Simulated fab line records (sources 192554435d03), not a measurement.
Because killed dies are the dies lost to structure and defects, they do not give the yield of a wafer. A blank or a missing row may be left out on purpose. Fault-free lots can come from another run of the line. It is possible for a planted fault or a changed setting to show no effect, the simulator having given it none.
fab line records	flow n5_finfet
record: lots: 5	wafers: 15	last_day: 17
route steps=1938 shown BEOL_M4@1099 BEOL_M5@1112 BEOL_M10@1473 PASSIVATION@1936
lots that met no fault: taken from a fault-free run of the same line
start_h: hours from the record's first day to the start of the lot's first wafer shown	wait_h: how many hours have passed since the lot's step before this one	" same as the row above	L1.1+2: several wafers, shown together as one row	- no value present, or no start provided	* or withheld: withheld	< > ~ a bound
route shown NAME@n: names a module that has steps shown in the file, with the first one's number in the route	usual: average and standard deviation across the fault-free wafers	same: alike in all rows	chamber/n: place in a boat	sites: readings site by site	_std_site: how widely they spread, as a standard deviation	_edge_site: inner sites' mean taken away from outer sites' mean	radius_mm: how far each site lies from the wafer's centre	mask NAME#n: copy n	behind: tool/chamber where the wafer was last shaped	hold: the reason the lot was held/the length of the hold in hours/how it ended	device: transistor that didn't switch, given as n, p or np	end of line: tests run on the same wafers once the route is complete	a step with no rows: only its recipe	killed: dies that structure and defects cost at the first sort, which is not the same as the wafer's yield	map: a wafer's dies, marking killed ones x, the rest . and places with no die _
set.NAME: the setting as run; set.NAME@STEP: as run at that earlier step	model.NAME: the simulator's own value behind a step, which no gauge read
lots at selected steps of the route; one table per step, one row per wafer
services: from which hour (start_h, from the record's first day; less than 0 if before it) a tool's chamber was out of use, for how many hours, and why
== steps ==
step: N5_BEOL_M4_ANNEAL_95
recipe: temp_c: 400	time_s: 240	ambient: vacuum
step: N5_BEOL_M4_SPUTTER_96
recipe: material: Cu	target_thk_a: 45	temp_c: -20	chamber_pressure_pa: 0.07	power_w: withheld	time_s: 8.29
step: N5_BEOL_M4_ECD_50
recipe: material: Cu	target_thk_a: 3000
step: N5_BEOL_M4_ANNEAL_51
recipe: temp_c: 225	time_s: 90	ambient: N2
step: N5_BEOL_M4_CMP_52
recipe: stop_on: SiOC	t_overpolish_s: 6.8	down_force_psi: 1	platen_rpm: 50	clearing_platen_down_force_psi: 1.5	clearing_platen_rpm: 50	post_cmp_clean: cu_alkaline	target_thk_nm: 40	clearing_platen_pad_velocity_m_s: 0.99484	pad_velocity_m_s: 0.99484
step: N5_BEOL_M4_PRE_CLEAN_60
recipe: gas: NH3/H2	time_s: 15	temp_c: *	rf_power_w: 300
step: N5_BEOL_M4_CO_CAP_55
recipe: material: Co	target_thk_a: 20	temp_c: 200	precursor: CCTBA/H2	pressure_torr: 30	time_s: 102.1
step: N5_BEOL_M4_PRE_CLEAN_56
recipe: gas: NH3	time_s: 15	temp_c: withheld	rf_power_w: 300
step: N5_BEOL_M4_DEP_57
recipe: material: SiCN	target_thk_a: 80	temp_c: withheld	precursor: 3MS/NH3	pressure_torr: 3	rf_w: 202	time_s: 14
step: N5_BEOL_M4_RC_MEAS_101
usual: DIBL_N: 35.9/1.7	DIBL_P: 36.0/2.2	IOFF_N: 0.16/0.031	IOFF_P: 0.21/0.039	ION_N: 678/13	ION_P: 464/8.8	SS_N: 71.5/0.61	SS_P: 73.2/0.68	VT_N: 249/3.3	VT_P: -250/3.8
lot.wafer	tool	chamber	start_h	wait_h	DIBL_N[mV/V]	DIBL_P[mV/V]	IOFF_N[nA/um]	IOFF_P[nA/um]	ION_N[uA/um]	ION_P[uA/um]	SS_N[mV/dec]	SS_P[mV/dec]	VT_N[mV]	VT_P[mV]
L947.2	prober-02	0	195.51	0.2	33.0	33.1	0.11	0.15	672	460	70.9	71.9	253	-254
L947.4	"	0	"	"	33.2	33.0	0.11	0.15	660	456	71.3	72.2	254	-255
L947.5	"	0	"	"	33.7	33.5	0.12	0.15	667	460	71.4	71.9	255	-255
L948.1	prober-02	0	199.96	0.0	37.9	38.3	0.18	0.20	689	462	71.8	73.7	248	-253
L948.2	"	0	"	"	35.9	34.8	0.15	0.15	666	444	72.0	72.1	252	-260
L948.6	"	0	"	"	36.9	35.5	0.15	0.16	660	442	72.5	72.9	252	-258
L949.1	prober-01	0	208.82	0.0	35.2	35.1	0.15	0.19	688	466	71.5	72.8	249	-250
L949.4	"	0	"	"	37.4	38.4	0.20	0.24	703	474	72.4	73.5	248	-250
L949.6	"	0	"	"	37.1	37.5	0.19	0.23	701	474	71.7	73.7	245	-250
L959.1	prober-02	0	265.12	0.0	36.7	38.0	0.17	0.22	680	463	71.7	74.4	249	-252
L959.4	"	0	"	"	36.1	37.2	0.16	0.21	675	462	71.6	74.1	251	-251
L959.5	"	0	"	"	34.8	35.6	0.15	0.18	671	461	71.7	73.1	252	-255
L963.1	prober-02	0	294.66	0.0	36.7	36.7	0.18	0.26	684	469	71.3	73.4	246	-242
L963.5	"	0	"	"	37.7	38.1	0.21	0.29	701	482	71.1	74.8	244	-242
L963.6	"	0	"	"	35.9	35.1	0.16	0.23	677	469	71.0	73.4	250	-245
step: N5_BEOL_M5_ILD_DEP_00
recipe: material: SiCOH_lowk	target_thk_a: 1406.4	temp_c: 300	precursor: DEMS/porogen	pressure_torr: 5	rf_w: 500	time_s: 25.9
step: N5_BEOL_M5_CURE_79
recipe: temp_c: 385	time_s: 240	ambient: He/Ar	material: SiCOH_lowk
step: N5_BEOL_M5_PECVD_70
recipe: material: SiO2	target_thk_a: 160	temp_c: 400	precursor: TEOS/O2	pressure_torr: 5.5	rf_w: 450	teos_flow_sccm: 53.8	gas: O2	flow_sccm: 3000	time_s: 18
step: N5_BEOL_M5_HM_DEP_02
recipe: material: TiN	target_thk_a: 200	temp_c: 25	chamber_pressure_pa: 0.49996
step: N5_BEOL_M5_COAT_59
recipe: resist: SOC	temp_c: 250	time_s: 60	spin_rpm: 1500	resist_thk_nm: 60
step: N5_BEOL_M5_COAT_60
recipe: resist: SiARC	temp_c: 220	time_s: 60	spin_rpm: 1500	resist_thk_nm: 12
step: N5_BEOL_M5_COAT_71
recipe: resist: underlayer	temp_c: 205	time_s: 60	spin_rpm: 1500	resist_thk_nm: 5
step: N5_BEOL_M5_COAT_05
recipe: resist: CAR-EUV	spin_rpm: 1500	resist_thk_nm: 30
step: N5_BEOL_M5_EBR_07
recipe: solvent: PGMEA	ebr_width_mm: 1.5
step: N5_BEOL_M5_SOFTBAKE_06
recipe: temp_c: 110	time_s: 60	resist: CAR-EUV
step: N5_BEOL_M5_EXPOSE_08
recipe: mask_id: M5	na: 0.33	source_shape: annular	sigma_inner: 0.4	sigma_outer: 0.8	polarization: unpolarized	target_cd_nm: 28	dose_mj: 35.75
step: N5_BEOL_M5_PEB_09
recipe: peb_temp_c: 100	peb_time_s: 60	resist: CAR-EUV
step: N5_BEOL_M5_DEVELOP_10
recipe: develop_time_s: 30	developer: TMAH	resist: CAR-EUV	rinse_liquid: surfactant_rinse	dry: air_spin	dev_temp_c: 23
step: N5_BEOL_M5_DESCUM_16
recipe: chemistry: O2	time_s: 7	source_power_w: 50	bias_power_w: 20	pressure_mtorr: 20	rf_frequency_hz: 2.712e+07	temp_c: 40	resist: CAR-EUV	o2_flow_sccm: 225
step: N5_BEOL_M5_ETCH_72
recipe: chemistry: N2/H2	target: underlayer	target_depth_a: 65	mask_material: CAR-EUV	time_s: 5.2	ion_energy_ev: 200	pressure_mtorr: 30	source_w: 840	bias_w: 150	n2_flow_sccm: 200	h2_flow_sccm: 200	ends: cleared
step: N5_BEOL_M5_ETCH_61
recipe: chemistry: CF4	target: SiARC	target_depth_a: 156	mask_material: CAR-EUV	time_s: 26	ion_energy_ev: 80	pressure_mtorr: 40	source_w: 545	bias_w: 36	Ar_flow_sccm: 100	cf4_flow_sccm: 100	ends: cleared
step: N5_BEOL_M5_ETCH_62
recipe: chemistry: N2/H2	target: SOC	target_depth_a: 750	overetch_a: 150	mask_material: SiARC	temp_c: 40	time_s: 112.5	ion_energy_ev: 200	pressure_mtorr: 30	source_w: 840	bias_w: 150	n2_flow_sccm: 200	h2_flow_sccm: 200
step: N5_BEOL_M5_STRIP_63
recipe: chemistry: N2/H2	temp_c: 40	n2_flow_sccm: 200	h2_flow_sccm: 200	rf_frequency_hz: 6e+07
step: N5_BEOL_M5_STRIP_73
recipe: chemistry: N2/H2	temp_c: 40	n2_flow_sccm: 200	h2_flow_sccm: 200	rf_frequency_hz: 6e+07
step: N5_BEOL_M5_STRIP_64
recipe: chemistry: CF4	resist: SiARC	power_w: 300	bias_power_w: 75	pressure_mtorr: 50	cf4_flow_sccm: 150	rf_frequency_hz: 6e+07
step: N5_BEOL_M5_HM_OPEN_17
recipe: chemistry: Cl2/BCl3	target_depth_a: 200	overetch_a: 60	target: TiN	mask_material: SOC	ion_energy_ev: 150	pressure_mtorr: 10	icp_w: 1000	bias_w: 126	Cl2_flow_sccm: 53.25	bcl3_flow_sccm: 21.75	Ar_flow_sccm: 25
step: N5_BEOL_M5_STRIP_19
recipe: chemistry: O2	power_w: 400	temp_c: 40	pressure_mtorr: 30	rf_frequency_hz: 6e+07	bias_power_w: 0	overash_fraction: 0.2	o2_flow_sccm: 225
step: N5_BEOL_M5_COAT_65
recipe: resist: SOC	temp_c: 250	time_s: 60	spin_rpm: 1500	resist_thk_nm: 60
step: N5_BEOL_M5_COAT_66
recipe: resist: SiARC	temp_c: 220	time_s: 60	spin_rpm: 1500	resist_thk_nm: 12
step: N5_BEOL_M10_PECVD_70
recipe: material: SiO2	target_thk_a: 200	temp_c: 400	precursor: TEOS/O2	pressure_torr: 5.5	rf_w: 450	teos_flow_sccm: 53.8	gas: O2	flow_sccm: 3000	time_s: 22.7
usual: chamber_pressure_Torr: 5.499/0.011	heater_power_outer_w: 437/56	heater_power_w: 714/81	showerhead_plenum_p_Torr: 8.81/0.088	throttle_valve_pct: 22.3/1.3	time_s: 22.7/0
lot.wafer	tool	chamber	start_h	wait_h	chamber_pressure_Torr	heater_power_outer_w	heater_power_w	showerhead_plenum_p_Torr	throttle_valve_pct	time_s
L947.2	pecvd-01	1	236.26	0.0	-	-	-	-	-	-
L947.4	"	1	"	"	-	-	-	-	-	-
L947.5	"	2	"	"	-	-	-	-	-	-
L949.1	pecvd-01	2	251.96	0.0	-	-	-	-	-	-
L949.4	"	1	"	"	-	-	-	-	-	-
L949.6	"	2	"	"	-	-	-	-	-	-
L948.1	pecvd-02	0	253.30	0.0	-	-	-	-	-	-
L948.2	"	1	"	"	-	-	-	-	-	-
L948.6	"	0	"	"	-	-	-	-	-	-
L959.1	pecvd-01	2	315.12	0.0	5.488	500	775	8.95	21.3	22.7
L959.4	"	1	"	"	5.501	442	761	8.85	25.7	22.7
L959.5	"	2	"	"	5.497	486	786	8.93	21.2	22.7
L963.1	pecvd-03	0	349.78	0.0	5.505	454	851	8.88	21.8	22.7
L963.5	"	1	"	"	5.503	383	667	8.82	21.7	22.7
L963.6	"	0	"	"	5.502	464	868	8.88	21.8	22.7
step: N5_PASSIVATION_PROBE_49
usual: defect_limited_yield: 90.9/1.5	killed_at_M0_to_M3: 36/10	killed_at_M4_up: 13/5.5	killed_at_contacts: 12/5.6	killed_at_front_end: 42/12	killed_at_other: 4/3.2	killed_dies: 108/18	killed_on_rim: 15/4.1	killed_open: 71/13	killed_short: 34/7.8	sort_bin_5_function: 5.4/1	sort_bin_6_memory: 3.4/0.68	sort_n_pass: 1072/18	sort_yield_pct: 90.9/1.5
same: gross_dies: 1180	killed_at_back_side: 0	sort_bin_4_leakage[%]: 0	sort_bin_8_speed[%]: 0
lot.wafer	tool	chamber	start_h	wait_h	defect_limited_yield[%]	killed_at_M0_to_M3	killed_at_M4_up	killed_at_contacts	killed_at_front_end	killed_at_other	killed_dies	killed_on_rim	killed_open	killed_short	sort_bin_5_function[%]	sort_bin_6_memory[%]	sort_n_pass	sort_yield_pct[%]
L947.2	prober-01	-	289.83	0.1	62.9	32	366	9	26	5	438	118	58	22	33.8	3.1	742	62.9
L947.4	prober-01	-	289.93	0.2	64.8	51	326	5	28	5	415	113	58	34	31.5	3.2	765	64.8
L947.5	prober-01	-	289.98	0.2	62.5	37	364	10	28	3	442	29	62	32	33.3	3.6	738	62.5
L949.1	prober-01	-	313.44	0.0	61.9	31	349	12	56	1	449	29	77	39	34.1	3.8	731	61.9
L949.4	prober-01	-	313.59	0.2	62.0	33	356	6	50	3	448	109	56	36	33.8	3.1	732	62.0
L949.6	prober-01	-	313.69	0.3	66.3	26	320	18	33	1	398	18	68	27	30.8	2.7	782	66.3
L948.1	prober-01	-	315.87	0.0	66.7	21	315	13	40	4	393	19	69	18	30.0	3.2	787	66.7
L948.2	prober-01	-	315.92	0.1	63.1	37	345	5	42	6	435	110	68	37	32.8	3.6	745	63.1
L948.6	prober-01	-	316.12	0.3	64.5	34	361	6	14	4	419	8	60	21	32.7	2.7	761	64.5
L959.1	prober-02	-	380.86	0.0	89.9	35	24	10	40	10	119	16	80	38	6.2	3.5	1061	89.9
L959.4	prober-02	-	381.01	0.2	90.9	38	16	16	29	8	107	9	72	35	5.1	3.7	1073	90.9
L959.5	prober-02	-	381.06	0.2	91.7	43	10	8	29	8	98	18	58	37	5.1	2.7	1082	91.7
L963.1	prober-01	-	410.72	0.0	91.4	23	17	17	44	0	101	17	68	29	3.6	4.6	1079	91.4
L963.5	prober-01	-	410.92	0.2	90.3	47	12	8	46	1	114	16	71	37	5.3	3.8	1066	90.3
L963.6	prober-01	-	410.97	0.3	91.9	28	11	14	39	3	95	9	65	30	5.4	2.4	1085	91.9
killed by level:class
L947.2 BEOL_M10:area_pecvd=358 FIN_SAQP:geometric_particle:open=11 BEOL_M2:geometric_particle:open=11 BEOL_M0_SAQP:geometric_particle:short=6 MOL_CONTACT_COAG:geometric_particle:open=6 BEOL_M3:geometric_particle:open=6 STI_FIN_REVEAL:geometric_particle:open=4 DUMMY_GATE:geometric_particle:open=4
L947.4 BEOL_M10:area_pecvd=323 BEOL_M0_SAQP:geometric_particle:open=17 BEOL_M0_SAQP:geometric_particle:short=14 FIN_SAQP:geometric_particle:open=9 BEOL_M2:geometric_particle:open=7 MOL_CONTACT_COAG:geometric_particle:open=5 DUMMY_GATE:geometric_particle:open=4 BEOL_M1:geometric_particle:open=4
L947.5 BEOL_M10:area_pecvd=345 BEOL_M0_SAQP:geometric_particle:open=12 BEOL_M0_SAQP:geometric_particle:short=10 FIN_SAQP:geometric_particle:short=8 FIN_SAQP:geometric_particle:open=8 MOL_CONTACT_COAG:geometric_particle:open=8 BEOL_M2:geometric_particle:open=7 BEOL_M4:geometric_particle:open=5
L949.1 BEOL_M10:area_pecvd=332 STI_FIN_REVEAL:geometric_particle:open=16 MOL_CONTACT_COAG:geometric_particle:open=10 BEOL_M0_SAQP:geometric_particle:open=10 DUMMY_GATE:geometric_particle:open=9 BEOL_M0_SAQP:geometric_particle:short=8 BEOL_M4:geometric_particle:open=7 FIN_SAQP:geometric_particle:short=6
L949.4 BEOL_M10:area_pecvd=342 STI_FIN_REVEAL:geometric_particle:open=11 BEOL_M2:geometric_particle:open=8 HKMG_FIN:area_etch=8 BEOL_M4:geometric_particle:open=6 BEOL_M0_SAQP:geometric_particle:short=6 STARTING-WAFER:geometric_particle:short=5 FIN_SAQP:geometric_particle:open=4
L949.6 BEOL_M10:area_pecvd=303 STI_FIN_REVEAL:geometric_particle:open=13 MOL_CONTACT_COAG:geometric_particle:open=13 BEOL_M0_SAQP:geometric_particle:open=8 BEOL_M4:geometric_particle:open=8 BEOL_M2:geometric_particle:open=7 FIN_SAQP:geometric_particle:short=5 MOL_CONTACT_COAG:geometric_particle:short=5
L948.1 BEOL_M10:area_pecvd=305 FIN_SAQP:geometric_particle:open=16 MOL_CONTACT_COAG:geometric_particle:open=10 DUMMY_GATE:geometric_particle:open=8 STI_FIN_REVEAL:geometric_particle:open=7 BEOL_M1:geometric_particle:open=6 BEOL_M3:geometric_particle:short=5 BEOL_M4:geometric_particle:open=4
L948.2 BEOL_M10:area_pecvd=330 BEOL_M3:geometric_particle:open=14 FIN_SAQP:geometric_particle:open=13 FIN_SAQP:geometric_particle:short=7 BEOL_M0_SAQP:geometric_particle:short=7 DUMMY_GATE:geometric_particle:open=5 STI_FIN_REVEAL:geometric_particle:open=4 STARTING-WAFER:geometric_particle:open=4
L948.6 BEOL_M10:area_pecvd=336 BEOL_M4:geometric_particle:open=14 BEOL_M0_SAQP:geometric_particle:open=8 BEOL_M1:geometric_particle:open=7 BEOL_M3:geometric_particle:open=7 MOL_CONTACT_COAG:geometric_particle:open=5 BEOL_M0_SAQP:geometric_particle:short=5 STI_FIN_REVEAL:geometric_particle:open=3
L959.1 STI_FIN_REVEAL:geometric_particle:open=22 BEOL_M0_SAQP:geometric_particle:short=9 MOL_CONTACT_COAG:geometric_particle:open=9 BEOL_M4:geometric_particle:open=8 BEOL_M0_SAQP:geometric_particle:open=6 BEOL_M5:geometric_particle:open=6 STI_FIN_REVEAL:geometric_particle:short=5 BEOL_M1:geometric_particle:open=5
L959.4 MOL_CONTACT_COAG:geometric_particle:open=15 STI_FIN_REVEAL:geometric_particle:open=12 BEOL_M0_SAQP:geometric_particle:short=11 BEOL_M4:geometric_particle:open=8 STI_FIN_REVEAL:geometric_particle:short=7 BEOL_M3:geometric_particle:open=6 BEOL_M0:geometric_particle:open=5 BEOL_M1:geometric_particle:open=4
L959.5 BEOL_M0_SAQP:geometric_particle:short=15 BEOL_M0_SAQP:geometric_particle:open=8 STI_FIN_REVEAL:geometric_particle:open=7 MOL_CONTACT_COAG:geometric_particle:open=7 BEOL_M4:geometric_particle:open=7 BEOL_M3:geometric_particle:open=7 FIN_SAQP:geometric_particle:open=4 FIN_SAQP:geometric_particle:short=4
L963.1 FIN_SAQP:geometric_particle:open=13 MOL_CONTACT_COAG:geometric_particle:open=13 DUMMY_GATE:geometric_particle:open=8 FIN_SAQP:geometric_particle:short=7 BEOL_M4:geometric_particle:open=7 DUMMY_GATE:geometric_particle:short=5 BEOL_M0_SAQP:geometric_particle:short=5 STI_FIN_REVEAL:geometric_particle:open=4
L963.5 BEOL_M0_SAQP:geometric_particle:open=18 BEOL_M0_SAQP:geometric_particle:short=16 FIN_SAQP:geometric_particle:open=13 MOL_CONTACT_COAG:geometric_particle:open=7 FIN_SAQP:geometric_particle:short=6 STI_FIN_REVEAL:geometric_particle:open=5 GATE_CUT:geometric_particle:short=5 DUMMY_GATE:geometric_particle:open=4
L963.6 MOL_CONTACT_COAG:geometric_particle:open=13 FIN_SAQP:geometric_particle:open=10 FIN_SAQP:geometric_particle:short=9 BEOL_M0_SAQP:geometric_particle:short=7 BEOL_M2:geometric_particle:open=7 BEOL_M0_SAQP:geometric_particle:open=6 STARTING-WAFER:geometric_particle:open=4 ILD0:geometric_particle:short=3
map L947.5 (x killed, . not)
_________________xx.......x..________________
______________.x..x...x........._____________
___________.x.xx.x....x.x......x...__________
__________......x....x.xx.......x..._________
________.....x.x.........x...x........_______
_______.xx.......x..xx....xx..x.....x.x______
______.x.....x.xx..x.xxx..x.xxx.x......._____
_____....xx.xxxx.xx...xxx..x....x........____
____xx...x.x..xx.x..xxx.x..x.....x........___
___....xxxxxx.xxx..xxxx.xx.xxxxxx.x.xx.....__
___.x..xx.x.x.x.x.xx.xxxxxx...x..x...x.....__
__....x..xxxxx.xxx.x..xxx.xx...x...x........_
__....x.x..x.xxxxxxx.xxxx...xx.x..x........._
_x...x..x.x.xxxxx.xxxxx.x....x..x............
_x.x.xx..xxxxxx.xxxx.xxx.x.xx.xx..x..........
_x..x.x.x..xx..xxx.xxxxx.xxx....xxx..........
_....x.xxx.xxxxxxxx.xxxx.x.xx.x..x...........
_xx.....x...xxxxxxxxxxxx.x.xxxxxxx.x....x....
_.x..xx.xx.x..xxxx.x.xxxxxxxx..x.xx..........
_....x.x.x.x.xxxxxxxxxx.xxx...x.xx...........
_xxx..xx...xx.xx.xx..x...x.x.x.xx........xx..
__.x.xxx..x.xx..xxxx..xxxx..x.....x........._
__..xx.xx...x.x.x.xx.xxx..xx.xxx....x......._
___x...xxx..xxxxxx.xx...x.x..x.x...x....xx.__
___xx..xx....xxx.xxx...x...xxx...........x.__
____xx.....x.x...x..xxx...xx.x............___
_____...xx..xxxx.xx.xxx..x...............____
______x..........x..x.......xx.x...x..x._____
_______.....x.....x.x.x..xx....x.......______
________x..x....xx.....x......x..x...._______
__________x..x..x.x.x......x..x....._________
___________..........xx...x........__________
______________....x...x........._____________
_________________...x........________________
map L948.2 (x killed, . not)
_________________xxx.xxxxx..x________________
______________xxxxxxxxx.x....xxx_____________
___________xxxx..x.xxx.x..x.x.x.xxx__________
__________xxxx.xxx..x..x.x.xx.xxx.xx_________
________xx.xxx..x....x...x..xx..xx..x._______
_______xx..x.x....x.x...x.x..x.xxxxx.x.______
______x.xxxx...xxx...x...x.....x.x.x...x_____
_____xxx..xx..x...x..............x...xx.x____
____xx.x.xx..x....x.xx...x......xxxxxxxxx.___
___xx.x...x...x............x..x....xxxx.xxx__
___.xxx.xx.x.x...........x.......x....x.x..__
__..xxxxx.x......................x..xxx.x..x_
__xxxx.xx..x.........x.xx............xxxx.xx_
_.xxx.....x.........xxx...x.......xxx.x.x.x.x
_xxxx....x...x.................x......xx.xx..
_xxxxx...x............x.............x....x.xx
_.xxxxxx....xx.x.x........................x.x
_x.xx..xxx....x.x.....x................x...x.
_xx.x....x.......x.....x...............x..xx.
_xxxxx...x...xx......x...............x..xxxxx
_xx.x...x.x...........x...........x..xxxxxx.x
__.x.xx.x..........x...................x.xxx_
__xx....xx.....x...................x..x.xx.._
___.xxx.x........x...x......xx..x.....x.xx.__
___xx.x..x..x..........x.........x....xxxxx__
____xxxx.xx.......x....x..x.x.xx....xxxx.x___
_____x..xx..x...x.................xx...xx____
______x.xxx....x..x.x..x.............xxx_____
_______xxx......x...x..xx.x........xxxx______
________xxxx.xx.x......x.x..x..x.x.xxx_______
__________xxxx..xx.xx.....xxxxxx.xx._________
___________xxx..xx..x.x.x..xxxx..xx__________
______________xxxxx.xxxx..xxxx.x_____________
_________________xx.xx.xxxx..________________
== services ==
tool	chamber	start_h	hours	kind
pecvd-03	1	218.40	5.5	scheduled_down
pecvd-03	0	224.32	5.5	scheduled_down
pecvd-02	2	231.85	5.5	scheduled_down
pecvd-01	-	289.64	1.0	repair
pecvd-02	1	316.06	2.1	scheduled_down
== key ==
first_sign: step: N5_BEOL_M10_PECVD_70	reading: tool_record	direction: missing
effect: step: N5_PASSIVATION_PROBE_49	reading: killed_at_M4_up	direction: up	sigmas: 61	usual: 13	struck: 345
more_kills_born_at: N5_BEOL_M10_PECVD_70@pecvd-01: 2003	N5_BEOL_M10_PECVD_70@pecvd-02: 971
met_at N5_BEOL_M10_PECVD_70
struck_wafers L947.2,L947.4,L947.5,L948.1,L948.2,L948.6,L949.1,L949.4,L949.6
fault: kind: skipped_step_whole	tool: pecvd-01,pecvd-02	chamber: -	onset_h: 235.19	steps: N5_BEOL_M10_PECVD_70	scope: struck_lots_only
